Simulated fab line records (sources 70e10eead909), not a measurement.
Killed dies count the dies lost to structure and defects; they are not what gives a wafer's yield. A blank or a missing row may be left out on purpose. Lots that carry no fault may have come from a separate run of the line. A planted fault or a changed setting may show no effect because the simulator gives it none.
A struck lot beside a sound one | flow nand harc | 11 steps out of a route of 1159
Sound: the wafers L390.1, L390.5, L390.6. The struck wafers were L399.1, L399.2, L399.6. The cause is given at the end.
Order at every step that has rows: each side's tool, ch and its chambers, its first start. Under that, the readings that differ: sound wafers | struck wafers | difference of the means | sigmas: that difference in standard deviations of wafers without a fault.
alike: readings with means less than 2 such deviations apart, plus words and numbers identical on both sides. not compared: withheld readings, readings lacking a value on some wafer, bounds such as >300 that could conceal the same value, and numbers that have no deviation in the record and whose values overlap.
A row with sigmas, a row that says differs or no value, or rows on one side alone: a step with any of these is where the two part. Numbers that have no deviation but don't overlap get no sigmas and don't part them. Lack of a reading on every wafer of one side parts them only where that side has two or more wafers.

first, 1 step without rows for these wafers: NHARC_A_WL_FILL_CVD_23 (deposits poly-Si, target thk 40 nm, time 800 s).
NHARC_A_WL_FILL_ETCHBACK_26: etches the open film in HBr, target depth 52 nm, time 13.3 s.
  sound on rie si-04 ch 0,1, day 18 07:48; struck on rie si-06 ch 0,2,3, day 21 01:21
  alike: drypump motor current A, oes product au, throttle valve pct
  not compared: rf hours counter h
then, 2 steps without rows for these wafers: NHARC_A_WL_FILL_PRECLEAN_30 (cleans in dHF, time 10 s); NHARC_A_WL_FILL_SRD_14.
NHARC_A_WL_FILL_ALD_19: deposits TiN, target thk 2 nm, pulse time 3 s, ald cycles 100.
  sound on ald metal-02 ch 0,3, day 18 08:06; struck on ald metal-04 ch 0,1,2, day 21 01:38
  alike: heater power w, precursor pulse height rel
NHARC_A_WL_FILL_CVD_20: deposits W, target thk 75 nm, time 5064 s.
  sound on cvd w-02 ch 0,1; struck on cvd w-02 ch 0,1
  alike: heater power w, mfc h2 sccm, throttle valve pct
NHARC_A_WL_FILL_CMP_12: polishes, t overpolish 30 s, target thk 75 nm.
  sound on cmp-01 ch 1,2, day 18 13:24; struck on cmp-01 ch 0,2, day 21 12:19
  alike: edge zone pressure frac, motor current A, overpolish run s, time to endpoint s
  not compared: pad life wafers
then, 1 step without rows for these wafers: NHARC_A_WL_FILL_SRD_31.
NHARC_A_WL_FILL_INSPECT_15:
  struck on defect inspect-01, day 21 12:47; sound on defect inspect-01, day 18 13:52
  alike: raw defect count
NHARC_A_CONTACT_DEP_24: deposits SiO2, target thk 500 nm.
  sound on pecvd-02 ch 0,1, day 18 14:02; struck on pecvd-02 ch 0,2, day 21 13:33
  alike: flow sccm, heater power w, mfc precursor sccm, showerhead vpp V, throttle valve pct
-- break in the record here, with 3 days between the starts of the struck wafers on either side (left off in module A_CONTACT, picked up again in module END, where the first step shown is number 1159 on the route) --
NHARC_END_SORT_01:
  sound on prober-01 ch 0, day 21 14:02; struck on prober-01 ch 0, day 24 18:42
  reading         | sound    | struck   | difference | sigmas
  killed at array | 20 13 7  | 51 41 46 | +33        | +3
  killed dies     | 25 13 10 | 54 44 48 | +33        | +3
  alike: killed at other, killed at periphery, killed open, killed short

WHERE THEY PART
NHARC_END_SORT_01 only, going by this record.

WHY: whatever the simulator had introduced
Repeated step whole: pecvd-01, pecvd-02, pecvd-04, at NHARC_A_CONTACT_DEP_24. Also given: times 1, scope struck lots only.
